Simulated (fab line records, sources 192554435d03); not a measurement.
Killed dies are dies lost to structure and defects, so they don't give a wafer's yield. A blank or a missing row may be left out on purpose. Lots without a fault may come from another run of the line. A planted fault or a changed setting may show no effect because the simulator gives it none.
Chamber matching | flow n5_finfet | N5_BEOL_M0_SAQP_PECVD_03 on pecvd-01: 3 sister chambers
The step deposits SiCN from 3MS/NH3, target thk 12 nm, time 21.1 s. 14 wafers are shown with their chamber, then 7 later ones without.

WAFERS WITH THEIR CHAMBER
wafer  | chamber | throttle_valve_pct (%) | showerhead_plenum_p_Torr (Torr)
L716.1 | 1       | 9.7                    | 3.668
L716.3 | 0       | 10.2                   | 3.696
L716.5 | 2       | 8.5                    | 3.638
L719.2 | 2       | 8.3                    | 3.640
L719.4 | 1       | 9.4                    | 3.671
L719.5 | 2       | 8.4                    | 3.641
L724.2 | 0       | 10.4                   | 3.683
L724.3 | 1       | 9.6                    | 3.678
L724.4 | 2       | 8.1                    | 3.639
L723.2 | 1       | 9.5                    | 3.665
L723.3 | 0       | 10.1                   | 3.688
L723.5 | 0       | 10.2                   | 3.689
L735.2 | 1       | 9.4                    | 3.672
L735.3 | 1       | 9.7                    | 3.662

SIGNATURES (means of the wafers above)
reading                  | chamber 0 | chamber 1 | chamber 2 | scatter within a chamber
throttle_valve_pct       | 10.225    | 9.550     | 8.325     | 0.145
showerhead_plenum_p_Torr | 3.68900   | 3.66933   | 3.63950   | 0.00477
Rule: a wafer's distance from a chamber is the root of the sum, over the readings, of the square of ((its reading less the chamber's mean) divided by the reading's scatter). The wafer belongs to the nearest chamber; if the next one is less than 2 further off, it can't be placed. The scatter: the root of (the sum of the squares of (reading less its chamber's mean) over the shown wafers, divided by (wafers less chambers)).

WAFERS WITHOUT THEIR CHAMBER
wafer  | throttle_valve_pct (%) | showerhead_plenum_p_Torr (Torr)
L735.6 | 10.4                   | 3.691
L728.3 | 10.1                   | 3.695
L728.4 | 9.6                    | 3.673
L728.5 | 10.0                   | 3.685
L739.1 | 10.1                   | 3.687
L739.3 | 8.4                    | 3.637
L739.6 | 10.3                   | 3.683

WHICH CHAMBER EACH WENT THROUGH
wafer  | from the rows above | in truth
L735.6 | 0                   | 0
L728.3 | 0                   | 0
L728.4 | 1                   | 1
L728.5 | 0                   | 0
L739.1 | 0                   | 0
L739.3 | 2                   | 2
L739.6 | 0                   | 0
Placed correctly: 7 of 7. Can't be placed from these rows: 0. Placed wrongly: 0.
